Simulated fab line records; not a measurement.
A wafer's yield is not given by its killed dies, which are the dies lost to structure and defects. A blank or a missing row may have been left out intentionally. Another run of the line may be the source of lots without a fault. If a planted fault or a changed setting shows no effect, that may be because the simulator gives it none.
Struck lot and sound lot, side by side :: flow n5_finfet :: 15 steps out of a route of 1938
Sound: wafers L201.2, L201.3, L201.4. The struck wafers were L190.1, L190.2, L190.3. The cause is named last.
Order at every step that has rows: each side's tool, ch and its chambers, its first start. Under that, the readings that differ: sound wafers :: struck wafers :: difference of the means :: sigmas: that difference in standard deviations of wafers without a fault.
alike: readings whose means differ by less than 2 such deviations, and words and numbers that are the same on both sides. not compared: withheld readings, readings that some wafer has no value for, bounds like >300 that may hide the same value, and numbers for which the record gives no deviation and whose values overlap.
A row with sigmas, a row that says differs or no value, or rows on one side alone: a step with any of these is where the two part. Numbers that have no deviation but don't overlap get no sigmas and don't part them. A reading that every wafer of one side lacks parts them only if that side has two wafers or more.

first, 3 steps without rows for these wafers: N5_SD_EPI_P_PRECLEAN_32 (cleans in dHF, time 10 s); N5_SD_EPI_P_PRECLEAN_33 (cleans in SC2, time 45 s); N5_SD_EPI_P_SRD_25 (time 30 s).
N5_SD_EPI_P_INSPECT_26: inspects for defects (darkfield).
  sound on defect_inspect-02 at day 7 10:22; struck on defect_inspect-02 at day 4 10:18
  alike: raw_defect_count
N5_SD_ACTIVATION_RTA_00: time 0 s.
  sound on rtp_anneal-01 ch 0, day 7 10:25; struck on rtp_anneal-01 ch 0, day 4 10:24
  alike: lamp_power_pct, wafer_temp_C_max
N5_SD_ACTIVATION_LSA_01: time 0.0008 s.
  sound on laser_anneal-02 ch 0, day 7 10:37; struck on laser_anneal-02 ch 0, day 4 10:36
  alike: wafer_temp_C_max
N5_SD_ACTIVATION_RS_MEAS_03: measures by four-point-probe.
  sound on film_metro-02 at day 7 10:49; struck on film_metro-02 at day 4 10:48
reading: RS_SD_P (ohm/sq)
sound: 57.4 57.3 56.5
struck: 54.2 55.4 54.7
difference: -2.3
sigmas: -2
  alike: RS_SD_N
N5_SD_ACTIVATION_INSPECT_02: inspects for defects (darkfield).
  sound on defect_inspect-01 at day 7 11:07; struck on defect_inspect-02 at day 4 11:08
  alike: raw_defect_count
N5_ILD0_LINER_00: material SiNx, target thk 4 nm, pulse time 1 s, purge time 2 s.
  sound on ald_sin-01 ch 0,2,3, day 7 11:09; struck on ald_sin-01 ch 1,2,3, day 4 11:10
  alike: heater_power_w, precursor_pulse_height_rel
then, 2 steps without rows for these wafers: N5_ILD0_FCVD_FILL_01 (material SiO2 flowable, target thk 200 nm, time 328.3 s); N5_ILD0_CURE_02 (time 1800 s).
N5_ILD0_CMP_03: polishes, stops on SiNx, t overpolish 1.9 s, target thk 197.38 nm.
  sound on cmp-02 ch 0,1,3, day 7 13:31; struck on cmp-04 ch 1,2,3, day 4 13:32
reading: pad_life_wafers
sound: 1976 1977 1974
struck: 386 384 387
difference: -1590
sigmas: -3

reading: platen_rpm (rpm)
sound: 51.74 51.75 51.80
struck: 49.75 49.70 49.73
difference: -2.04
sigmas: -58
  alike: motor_current_A, overpolish_run_s, time_to_endpoint_s
N5_ILD0_THK_MEAS_04:
  sound on film_metro-01 at day 7 13:49; struck on film_metro-02 at day 4 13:50
  alike: thk_nm
-- the record jumps here: 4 days lie between the struck wafers' starts before and after (it left off in module ILD0 and takes up again in module BEOL_M4, whose first step shown is number 1111 of the route) --
N5_BEOL_M4_RC_MEAS_101:
  sound on prober-02 ch 0, day 12 04:19; struck on prober-01 ch 0, day 8 14:11
  alike: DIBL_N, DIBL_P, IOFF_N, IOFF_P, ION_N, ION_P, SS_N, SS_P, VT_N, VT_P
-- here the record skips 4 days between the struck wafers' starts before and after, leaving off in module BEOL_M4 and picking up in module PASSIVATION (first step shown: number 1936 of the route) --
N5_PASSIVATION_PROBE_49:
  the record has rows for the struck wafers here (prober-02, day 12 14:28) and none for the sound ones

== WHERE THEY PART ==
At N5_SD_ACTIVATION_RS_MEAS_03 first; at N5_PASSIVATION_PROBE_49 last (within this record only).

WHY: what had been put in by the simulator
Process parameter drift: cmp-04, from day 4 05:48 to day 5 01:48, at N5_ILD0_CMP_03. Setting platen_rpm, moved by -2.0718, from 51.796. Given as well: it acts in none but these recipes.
